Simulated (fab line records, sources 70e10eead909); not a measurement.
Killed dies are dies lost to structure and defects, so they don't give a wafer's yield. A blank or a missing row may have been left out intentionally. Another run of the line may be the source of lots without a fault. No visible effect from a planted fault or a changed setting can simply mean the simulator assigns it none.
fab line records ; flow nand-harc
record: lots: 7; wafers: 21; last-day: 33
route steps=1302 shown P_GATE@155
lots untouched by any fault: they come from a run of this same line in which no faults occurred
start-h: hours from the record's opening day to when the first of the lot's shown wafers began ; wait-h: hours from the lot's prior step to this one ; " identical to the entry in the row above ; L1.1+2: a single row standing in for several wafers ; - either no value or no given start ; * or withheld: withheld ; < > ~ a bound
route shown NAME@n: a module of which the file shows steps, and the number in the route of the first ; usual: mean/standard deviation taken from wafers without a fault ; same: alike in all rows ; chamber/n: place in a boat ; sites: each site's reading ; _std_site: their standard deviation ; _edge_site: outer sites' mean less inner sites' ; radius-mm: for every site, how far away it sits from the centre of the wafer ; mask NAME#n: copy n ; behind: the most recent tool/chamber to have shaped the wafer ; hold: cause of the lot's hold/its duration in hours/its outcome ; device: the n, p or np transistor that did not switch ; end of line: at the end of the route, the tests of the same wafers ; a step given without rows: its recipe and nothing more ; killed: count of dies lost to structure and defects at first sort (not the wafer's yield) ; map: per-die view of a wafer (x killed, . not killed, _ where there is no die)
set.NAME: the setting as run; set.NAME@STEP: as run at that earlier step ; model.NAME: the simulator's own value behind a step, which no gauge read
lots at selected steps of the route; one table per step, one row per wafer
services: from which hour (start-h, from the record's first day; less than 0 if before it) a tool's chamber was out of use, for how many hours, and why
== steps ==
step: NHARC_P_GATE_ALD_36
recipe: target-thk-a: 200; pulse-time-s: 60; ald-cycles: 223; temp-c: 400; material: SiNx
usual: heater-power-outer-w: 485/39; heater-power-w: 796/47; precursor-pulse-height-rel: 1.001/0.02
lot.wafer;tool;chamber;start-h;wait-h;heater-power-outer-w;heater-power-w;precursor-pulse-height-rel
L367.3;ald-sin-01;3;110.75;-;457;781;0.995
L367.1;ald-sin-01;2;113.89;-;515;844;1.018
L367.6;ald-sin-01;0;115.99;-;506;827;1.024
L377.2;ald-sin-04;1;210.66;-;489;806;1.000
L377.4;ald-sin-04;2;211.72;-;449;783;1.003
L377.1;ald-sin-04;3;212.78;-;457;768;1.003
L378.4;ald-sin-03;0;225.83;-;535;851;1.043
L378.2;ald-sin-03;1;226.89;-;500;808;1.017
L378.1;ald-sin-03;3;229.02;-;427;687;0.993
L379.3;ald-sin-01;1;227.05;-;468;773;0.999
L379.1;ald-sin-01;2;228.10;-;526;871;0.966
L379.6;ald-sin-01;0;230.21;-;469;810;0.977
L387.4;ald-sin-01;0;304.48;-;473;808;0.998
L387.1;ald-sin-01;1;305.51;-;480;762;1.014
L387.2;ald-sin-01;2;306.55;-;536;859;1.024
L388.1;ald-sin-04;3;319.06;-;486;841;1.034
L388.4;ald-sin-04;1;321.19;-;468;789;0.974
L388.6;ald-sin-04;3;323.32;-;474;814;0.996
L389.2;ald-sin-03;0;325.71;-;527;860;1.024
L389.1;ald-sin-03;2;327.79;-;473;815;0.985
L389.5;ald-sin-03;3;328.83;-;430;685;0.983
step: NHARC_P_GATE_ETCHBACK_37
recipe: target-depth-a: 345; time-s: 17.2; chf3-flow-sccm: 50; o2-flow-sccm: 10; ar-flow-sccm: 200; rf-w: 500; bias-w: 200; chemistry: CHF3/O2
usual: drypump-motor-current-A: 5.8/0.45; o2-flow-sccm: 10.004/0.028; oes-product-au: 0.96/0.035; rf-vpp-V: 370.6/2; showerhead-plenum-p-Torr: 2.41/0.083; throttle-valve-pct: 20.573/0.0089
lot.wafer;tool;chamber;start-h;wait-h;drypump-motor-current-A;o2-flow-sccm;oes-product-au;rf-hours-counter-h;rf-vpp-V;showerhead-plenum-p-Torr;throttle-valve-pct
L367.1;rie-diel-04;3;-;-;5.4;9.995;0.94;5;369.4;2.40;20.568
L367.3;rie-diel-04;0;-;-;5.8;9.967;0.93;6;372.7;2.46;20.573
L367.6;rie-diel-04;1;-;-;6.3;10.020;0.93;-;370.6;2.42;20.575
L377.4;rie-diel-04;1;-;-;6.2;10.026;0.92;2;370.9;2.42;20.562
L377.2;rie-diel-04;2;-;-;6.2;9.983;0.94;3;369.8;2.33;20.559
L377.1;rie-diel-04;3;-;-;5.3;10.039;0.94;2;370.3;2.40;20.584
L378.2;rie-diel-08;2;-;-;5.0;10.015;1.01;1;370.1;2.34;20.586
L378.1;rie-diel-08;3;-;-;6.5;10.056;0.99;1;369.9;2.37;20.578
L378.4;rie-diel-08;0;-;-;5.4;10.015;1.02;1;368.3;2.30;20.577
L379.1;rie-diel-07;3;-;-;6.1;9.936;0.99;5;366.0;2.24;20.577
L379.3;rie-diel-07;2;-;-;6.3;9.956;0.98;5;371.2;2.43;20.564
L379.6;rie-diel-07;0;-;-;5.6;9.985;0.98;-;372.2;2.48;20.560
L387.1;rie-diel-07;0;-;-;5.6;9.977;1.00;1;373.3;2.48;20.556
L387.2;rie-diel-07;1;-;-;6.0;10.032;1.00;1;373.1;2.54;20.588
L387.4;rie-diel-07;1;-;-;6.0;10.025;1.01;-;373.8;2.54;20.569
L388.4;rie-diel-04;3;-;-;5.3;10.007;0.96;12;370.9;2.40;20.581
L388.1;rie-diel-04;2;-;-;6.2;9.999;0.96;12;369.4;2.33;20.548
L388.6;rie-diel-04;3;-;-;5.4;10.030;0.97;-;372.3;2.40;20.564
L389.1;rie-diel-07;1;-;-;6.0;10.021;0.99;2;372.3;2.54;20.578
L389.2;rie-diel-07;3;-;-;6.1;10.041;0.98;1;367.5;2.24;20.578
L389.5;rie-diel-07;1;-;-;6.0;10.008;0.99;-;372.9;2.54;20.570
step: NHARC_P_GATE_STRIP_101
recipe: time-s: 20; o2-flow-sccm: 500; ar-flow-sccm: 0; bias-w: 0; chemistry: O2
usual: drypump-motor-current-A: 5.8/0.45; o2-flow-sccm: 499.9/1.5; oes-product-au: 1.001/0.016; rf-vpp-V: 57.8/0.87; showerhead-plenum-p-Torr: 3.54/0.12; throttle-valve-pct: 17.036/0.0093
lot.wafer;tool;chamber;start-h;wait-h;drypump-motor-current-A;o2-flow-sccm;oes-product-au;rf-hours-counter-h;rf-vpp-V;showerhead-plenum-p-Torr;throttle-valve-pct
L367.3;rie-diel-04;0;120.30;0.1;5.8;501.2;1.000;6;58.4;3.61;17.035
L367.1;rie-diel-04;2;120.30;0.1;6.2;501.6;1.032;4;57.2;3.43;17.031
L367.6;rie-diel-04;1;120.30;0.1;6.3;500.4;1.004;-;58.2;3.55;17.030
L377.4;rie-diel-04;0;219.23;0.1;5.8;500.4;0.972;2;58.4;3.61;17.051
L377.1;rie-diel-04;1;219.23;0.1;6.3;498.9;0.997;2;58.6;3.55;17.048
L377.2;rie-diel-04;3;219.23;0.1;5.4;499.6;1.014;2;58.0;3.53;17.054
L378.2;rie-diel-08;0;235.49;0.1;5.3;500.5;1.023;1;57.7;3.38;17.030
L378.4;rie-diel-08;2;235.49;0.1;5.0;498.1;1.015;1;57.2;3.44;17.028
L378.1;rie-diel-08;3;235.49;0.1;6.6;499.7;1.008;1;58.4;3.48;17.035
L379.1;rie-diel-07;2;235.58;0.1;6.2;502.4;0.981;5;57.1;3.56;17.025
L379.3;rie-diel-07;3;235.58;0.1;6.1;502.0;0.988;5;57.8;3.30;17.047
L379.6;rie-diel-07;2;235.58;0.1;6.2;501.7;0.979;-;57.9;3.56;17.041
L387.2;rie-diel-07;1;313.97;0.1;6.0;500.0;0.993;1;58.6;3.73;17.038
L387.1;rie-diel-07;0;313.97;0.1;5.6;500.2;0.994;1;57.8;3.64;17.031
L387.4;rie-diel-07;0;313.97;0.1;5.6;498.8;0.998;-;57.3;3.64;17.035
L388.1;rie-diel-04;3;327.66;0.1;5.4;498.0;1.018;12;58.2;3.52;17.050
L388.4;rie-diel-04;0;327.66;0.1;5.8;500.7;0.971;11;58.6;3.61;17.030
L388.6;rie-diel-04;1;327.66;0.1;6.3;501.6;0.988;-;57.9;3.55;17.026
L389.1;rie-diel-07;1;334.20;0.1;6.0;498.9;1.015;2;59.5;3.73;17.039
L389.2;rie-diel-07;3;334.20;0.1;6.1;497.1;0.998;1;58.7;3.30;17.035
L389.5;rie-diel-07;3;334.20;0.1;6.1;497.3;0.992;-;58.6;3.30;17.032
step: NHARC_P_GATE_PRECLEAN_97
recipe: time-s: 600; temp-c: 120; chemistry: SPM
step: NHARC_P_GATE_SRD_98
step: NHARC_P_GATE_PRECLEAN_99
recipe: time-s: *; temp-c: 50; bath-age-min: 0; chemistry: SC1
step: NHARC_P_GATE_SRD_100
step: NHARC_P_GATE_DEHYDRATE_38
recipe: temp-c: 150; time-s: 120
step: NHARC_P_GATE_HMDS_39
recipe: time-s: 30
step: NHARC_P_GATE_COAT_40
recipe: spin-rpm: 3000
step: NHARC_P_GATE_SOFTBAKE_41
recipe: temp-c: 122; time-s: 95
step: NHARC_P_GATE_EBR_42
step: NHARC_P_GATE_EXPOSE_43
recipe: na: 0.6; target-cd-nm: 720; dose-mj: 14.81; mask-id: P_NSD
usual: exposure-dose-mJ-cm2: 14.812/0.015; focus-offset-nm: 0.0/0.51
lot.wafer;tool;chamber;start-h;wait-h;mask;exposure-dose-mJ-cm2;focus-offset-nm
L367.1;krf-scanner-02;0;121.02;-;P_NSD#0;14.808;0.1
L367.3;krf-scanner-02;0;121.02;-;P_NSD#0;14.812;-0.1
L367.6;krf-scanner-02;0;121.02;-;P_NSD#0;14.807;0.5
L377.1;krf-scanner-02;-;219.89;-;P_NSD#0;-;-
L377.2;krf-scanner-02;-;219.89;-;P_NSD#0;-;-
L377.4;krf-scanner-02;-;219.89;-;P_NSD#0;-;-
L378.1;krf-scanner-03;-;236.25;-;P_NSD#0;-;-
L378.2;krf-scanner-03;-;236.25;-;P_NSD#0;-;-
L378.4;krf-scanner-03;-;236.25;-;P_NSD#0;-;-
L379.1;krf-scanner-04;-;236.41;-;P_NSD#0;-;-
L379.3;krf-scanner-04;-;236.41;-;P_NSD#0;-;-
L379.6;krf-scanner-04;-;236.41;-;P_NSD#0;-;-
L387.1;krf-scanner-02;0;314.74;-;P_NSD#0;14.804;-0.2
L387.2;krf-scanner-02;0;314.74;-;P_NSD#0;14.809;-0.6
L387.4;krf-scanner-02;0;314.74;-;P_NSD#0;14.799;0.0
L388.1;krf-scanner-02;0;328.29;-;P_NSD#0;14.792;0.3
L388.4;krf-scanner-02;0;328.29;-;P_NSD#0;14.814;0.7
L388.6;krf-scanner-02;0;328.29;-;P_NSD#0;14.811;1.0
L389.1;krf-scanner-02;0;334.84;-;P_NSD#0;14.792;-0.3
L389.2;krf-scanner-02;0;334.84;-;P_NSD#0;14.807;-0.1
L389.5;krf-scanner-02;0;334.84;-;P_NSD#0;14.798;-0.3
step: NHARC_P_GATE_PEB_44
recipe: peb-temp-c: 118; peb-time-s: 85
== services ==
tool;chamber;start-h;hours;kind
krf-scanner-02;-;94.00;4.0;pm
ald-sin-04;-;96.08;0.4;repair
rie-diel-08;1;112.78;9.7;repair
rie-diel-07;-;117.20;9.0;pm
krf-scanner-02;-;124.01;2.3;repair
ald-sin-03;1;146.77;15.1;repair
rie-diel-04;3;152.06;3.6;repair
rie-diel-07;0;169.16;5.7;repair
ald-sin-03;-;170.00;10.0;pm
rie-diel-04;-;178.47;9.0;pm
rie-diel-08;2;181.54;8.8;repair
rie-diel-08;-;190.86;9.0;pm
rie-diel-07;0;193.09;6.3;repair
ald-sin-03;2;200.60;3.0;repair
rie-diel-04;1;203.54;13.0;repair
ald-sin-01;-;212.00;10.0;pm
rie-diel-04;2;235.21;8.3;repair
rie-diel-07;-;243.73;0.5;repair
krf-scanner-02;-;266.00;4.0;pm
krf-scanner-02;-;279.96;1.1;repair
rie-diel-07;-;294.20;9.0;pm
ald-sin-01;-;303.87;0.6;repair
rie-diel-07;2;313.34;3.3;repair
rie-diel-07;2;331.40;8.3;repair
== key ==
first-sign: step: NHARC_P_GATE_EXPOSE_43; reading: tool-record; direction: missing
effect none on later readings
met-at NHARC_P_GATE_EXPOSE_43
struck-wafers L377.1,L377.2,L377.4,L378.1,L378.2,L378.4,L379.1,L379.3,L379.6
later-rows-left-out L377.1,L377.2,L377.4,L378.1,L378.2,L378.4,L379.1,L379.3,L379.6
sort-left-out L377.1,L377.2,L377.4,L378.1,L378.2,L378.4,L379.1,L379.3,L379.6
tester-left-out L377,L378,L379
onset-between 121.02 219.89
fault: kind: skipped-step-whole; tool: krf-scanner-02,krf-scanner-03,krf-scanner-04; chamber: -; onset-h: 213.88; steps: NHARC_P_GATE_EXPOSE_43; scope: struck-lots-only
tester-left-out: of these lots the tester's yield and bins aren't shown, on N5 and GAA mostly nor the transistor test; their killed dies are dies lost to structure and defects alone, not to doping, threshold or leakage, so they don't give the yield
sort-left-out: the simulated sort isn't trusted on such a fault, so these wafers' sort isn't shown, and their yield isn't known
later-rows-left-out: the simulator's readings of these wafers behind a module that went badly wrong aren't trusted and aren't shown, but for the sort
